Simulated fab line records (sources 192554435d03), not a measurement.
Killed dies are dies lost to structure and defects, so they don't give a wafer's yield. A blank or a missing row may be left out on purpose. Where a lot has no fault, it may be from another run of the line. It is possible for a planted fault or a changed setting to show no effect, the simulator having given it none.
Chamber matching :: flow n5_finfet :: N5_DUMMY_GATE_DESCUM_20 on rie_diel-03 has 4 sister chambers
The step chemistry O2, time 6.2 s. 4 wafers are shown with their chamber, then 7 later ones without.

== WAFERS PAIRED WITH THEIR CHAMBERS ==
wafer: L082.1
chamber: 2
showerhead_plenum_p_Torr (Torr): 2.07

wafer: L083.4
chamber: 0
showerhead_plenum_p_Torr (Torr): 2.01

wafer: L083.5
chamber: 3
showerhead_plenum_p_Torr (Torr): 2.16

wafer: L091.5
chamber: 1
showerhead_plenum_p_Torr (Torr): 2.13

== WAFERS WITH NO CHAMBER GIVEN ==
wafer: L091.6
showerhead_plenum_p_Torr (Torr): 2.06

wafer: L092.1
showerhead_plenum_p_Torr (Torr): 2.15

wafer: L092.3
showerhead_plenum_p_Torr (Torr): 2.06

wafer: L092.5
showerhead_plenum_p_Torr (Torr): 2.06

wafer: L095.3
showerhead_plenum_p_Torr (Torr): 2.13

wafer: L095.5
showerhead_plenum_p_Torr (Torr): 2.06

wafer: L095.6
showerhead_plenum_p_Torr (Torr): 2.13

== THE CHAMBER EACH PASSED THROUGH ==
wafer: L091.6
from the rows above: 2
in truth: 2

wafer: L092.1
from the rows above: can't be placed: 3 or 1
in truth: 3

wafer: L092.3
from the rows above: 2
in truth: 2

wafer: L092.5
from the rows above: 2
in truth: 2

wafer: L095.3
from the rows above: 1
in truth: 1

wafer: L095.5
from the rows above: 2
in truth: 2

wafer: L095.6
from the rows above: 1
in truth: 1
Placed correctly: 6 of 7. These rows do not allow placing 1 (true chamber among the candidates in 1). Wrongly placed: 0.
How it was worked out, from the rows above alone: a wafer's distance from a chamber is the root of the sum, over the readings, of the square of ((its reading less the chamber's mean) divided by the reading's scatter). If the next closest chamber is less than 2 further off than the closest, the wafer can't be placed; otherwise it belongs to the closest. Each chamber's mean is taken over the wafers shown for it. The scatter (one wafer shown for each chamber): square how far every hidden wafer sits from the nearest shown wafer, average those squares and take the square root.
